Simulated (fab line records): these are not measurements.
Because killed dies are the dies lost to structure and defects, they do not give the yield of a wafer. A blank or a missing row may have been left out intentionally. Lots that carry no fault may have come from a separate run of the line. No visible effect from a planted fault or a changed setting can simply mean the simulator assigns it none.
Comparing a struck lot with a sound one ; flow nand_harc ; 15 steps out of a route of 1302
Sound: the wafers L815.2, L815.4, L815.6. The struck wafers were L830.1, L830.2, L830.6. At the end, the cause is stated.
At each step with rows: each side's tool, then ch and its chambers, then its first start. Under that, the readings that differ: sound wafers ; struck wafers ; difference of the means ; sigmas: that difference in standard deviations of wafers without a fault.
alike: a reading whose means differ by less than 2 such deviations, as well as words and numbers matching on both sides. not compared: withheld readings; readings where some wafer has no value; bounds like >300 that might hide an equal value; numbers whose values overlap and for which the record gives no deviation.
The two part at a step that has a row with sigmas, a row that says differs or no value, or rows on one side only. Numbers that have no deviation but don't overlap get no sigmas and don't part them. Lack of a reading on every wafer of one side parts them only where that side has two or more wafers.

NHARC_A_SGD_CUT_THK_MEAS_22: measures by ellipsometry.
  sound on film_metro-01 at day 19 22:02; struck on film_metro-01 at day 25 13:16
  alike: thk_nm
then, 2 steps without rows for these wafers: NHARC_A_SGD_CUT_SRD_23; NHARC_A_SGD_CUT_ETCH_26 (etches SiO2 in dHF, target depth 45.8 nm).
NHARC_A_SGD_CUT_ETCHBACK_24: etches the open film in CH3F/O2, target depth 50 nm, time 92.857 s.
  sound on rie_diel-10 ch 0,1, day 19 22:17; struck on rie_diel-13 ch 1,3, day 25 13:30
  alike: drypump_motor_current_A, mfc_ar_sccm, oes_product_au, rf_fwd_power_W, rf_vpp_V, showerhead_plenum_p_Torr, throttle_valve_pct
  not compared: rf_hours_counter_h
NHARC_A_SGD_CUT_STRIP_28: strips in O2, time 20 s.
  sound on rie_diel-10 ch 1,2,3; struck on rie_diel-13 ch 0,3
  alike: drypump_motor_current_A, mfc_ar_sccm, oes_product_au, rf_vpp_V, showerhead_plenum_p_Torr, throttle_valve_pct
  not compared: rf_hours_counter_h
NHARC_A_SGD_CUT_INSPECT_25:
  sound on defect_inspect-01 at day 19 22:31; struck on defect_inspect-01 at day 25 13:44
  alike: raw_defect_count
NHARC_A_SLIT_DEP_25: deposits SiO2, target thk 200 nm.
  sound on pecvd-03 ch 1,2, day 19 22:35; struck on pecvd-01 ch 0,1, day 25 13:51
  alike: heater_power_w, rf_fwd_power_W, throttle_valve_pct
NHARC_A_SLIT_DEP_00: deposits aC, target thk 6200 nm.
  sound on acl_dep-02 ch 0, day 20 00:13; struck on acl_dep-01 ch 0, day 25 16:04
  alike: throttle_valve_pct
NHARC_A_SLIT_DEP_23: deposits SiON, target thk 100 nm.
  sound on pecvd-01 ch 0,1, day 20 03:22; struck on pecvd-01 ch 0,2, day 25 19:52
  alike: heater_power_w, rf_fwd_power_W
then, 3 steps without rows for these wafers: NHARC_A_SLIT_DEHYDRATE_01 (time 120 s); NHARC_A_SLIT_HMDS_02 (time 30 s); NHARC_A_SLIT_COAT_03 (resist thk 90 nm).
NHARC_A_SLIT_SOFTBAKE_04: time 55 s.
  sound on litho_track-04 ch 0, day 20 03:00; struck on litho_track-06 ch 0, day 25 20:00
reading;sound;struck;difference;sigmas
heater_power_total_W (W);188.39 188.33 188.35;173.26 173.11 173.32;-15.13;-99 or more
  alike: chill_plate_temp_C
then, 1 step without rows for these wafers: NHARC_A_SLIT_EBR_05.
-- record jumps: 5 days between struck wafers' starts before vs after; left off in module A_SLIT, resumes in module END, first step shown is number 1302 of the route --
NHARC_END_SORT_01:
  sound on prober-02 ch 0, day 24 21:25; struck on prober-02 ch 0, day 30 15:40
  alike: killed_at_array, killed_at_other, killed_at_periphery, killed_dies, killed_open, killed_short

WHERE THEY PART
Only at NHARC_A_SLIT_SOFTBAKE_04, within this record. Later steps at which nothing parts them and some readings are alike: NHARC_END_SORT_01.

WHY: what the simulator had put in
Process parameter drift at NHARC_A_SLIT_SOFTBAKE_04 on litho_track-06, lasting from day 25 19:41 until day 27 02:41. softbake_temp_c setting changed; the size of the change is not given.
